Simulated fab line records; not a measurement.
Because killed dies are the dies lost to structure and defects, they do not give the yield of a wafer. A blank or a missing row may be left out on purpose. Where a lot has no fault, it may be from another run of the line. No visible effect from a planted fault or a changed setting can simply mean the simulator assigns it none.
Chamber matching | flow nand_harc | NHARC_A_CHANNEL_FILL_D1_ALD_16 on ald_hk-04: 4 sister chambers
The step deposits SiO2, target thk 1.5 nm, pulse time 10 s, ald cycles 15. 8 wafers are shown with their chamber, then 7 later ones without.

== EACH WAFER AND ITS CHAMBER ==
wafer  | chamber | heater_power_w (W) | precursor_pulse_height_rel
L937.1 | 2       | 522                | 1.000
L939.4 | 3       | 514                | 1.019
L939.6 | 0       | 444                | 1.027
L940.1 | 3       | 507                | 1.002
L940.2 | 1       | 377                | 1.001
L940.6 | 1       | 363                | 0.967
L943.1 | 0       | 429                | 0.989
L943.3 | 2       | 555                | 0.984

== WAFERS MISSING THEIR CHAMBER ==
wafer  | heater_power_w (W) | precursor_pulse_height_rel
L943.4 | 390                | 0.979
L948.1 | 551                | 0.986
L948.3 | 432                | 1.003
L948.4 | 500                | 1.023
L957.1 | 488                | 1.005
L957.2 | 546                | 0.982
L957.4 | 430                | 1.017

== WHICH CHAMBER EACH WENT THROUGH ==
wafer  | from the rows above | in truth
L943.4 | 1                   | 1
L948.1 | 2                   | 2
L948.3 | 0                   | 0
L948.4 | 3                   | 3
L957.1 | 3                   | 3
L957.2 | 2                   | 2
L957.4 | 0                   | 0
Placed correctly: 7 of 7. Number that these rows cannot place: 0. Placed wrongly: 0.
How it was worked out, from the rows above alone: a wafer's distance from a chamber is the root of the sum, over the readings, of the square of ((its reading less the chamber's mean) divided by the reading's scatter). If the next closest chamber is less than 2 further off than the closest, the wafer can't be placed; otherwise it belongs to the closest. The mean given for a chamber averages the wafers shown for that chamber. How the scatter is found: for the shown wafers, subtract from each reading the mean of its chamber, square and add these, divide the total by (wafers less chambers), then take the root.
